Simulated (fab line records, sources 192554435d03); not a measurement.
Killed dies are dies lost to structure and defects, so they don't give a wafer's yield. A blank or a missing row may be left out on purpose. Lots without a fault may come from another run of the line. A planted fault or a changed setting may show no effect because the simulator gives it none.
Chamber matching | flow n5_finfet | N5_BEOL_M7_CURE_74 on uv_cure-01: 3 sister chambers
The step cures SiCOH lowk, time 240 s. 3 wafers are shown with their chamber, then 7 later ones without.

WAFERS WITH THEIR CHAMBER
wafer  | chamber | wafer_temp_C_max
L085.6 | 1       | 386.1
L089.6 | 2       | 387.5
L092.5 | 0       | 386.9

WAFERS WITHOUT THEIR CHAMBER
wafer  | wafer_temp_C_max
L092.6 | 386.8
L096.1 | 386.2
L096.2 | 386.6
L096.5 | 385.9
L097.3 | 387.5
L097.4 | 386.5
L097.5 | 386.8

WHICH CHAMBER EACH WENT THROUGH
wafer  | from the rows above     | in truth
L092.6 | 0                       | 0
L096.1 | 1                       | 1
L096.2 | can't be placed: 0 or 1 | 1
L096.5 | 1                       | 1
L097.3 | 2                       | 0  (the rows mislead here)
L097.4 | can't be placed: 0 or 1 | 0
L097.5 | 0                       | 0
Placed correctly: 4 of 7. Can't be placed from these rows: 2 (the true chamber is among the candidates in 2). Placed wrongly: 1.
How it was worked out, from the rows above alone: a wafer's distance from a chamber is the root of the sum, over the readings, of the square of ((its reading less the chamber's mean) divided by the reading's scatter). The wafer belongs to the nearest chamber; if the next one is less than 2 further off, it can't be placed. A chamber's mean is the mean of its shown wafers. The scatter: with one shown wafer a chamber, the root of the mean of the squares of how far each hidden wafer lies from its nearest shown one.
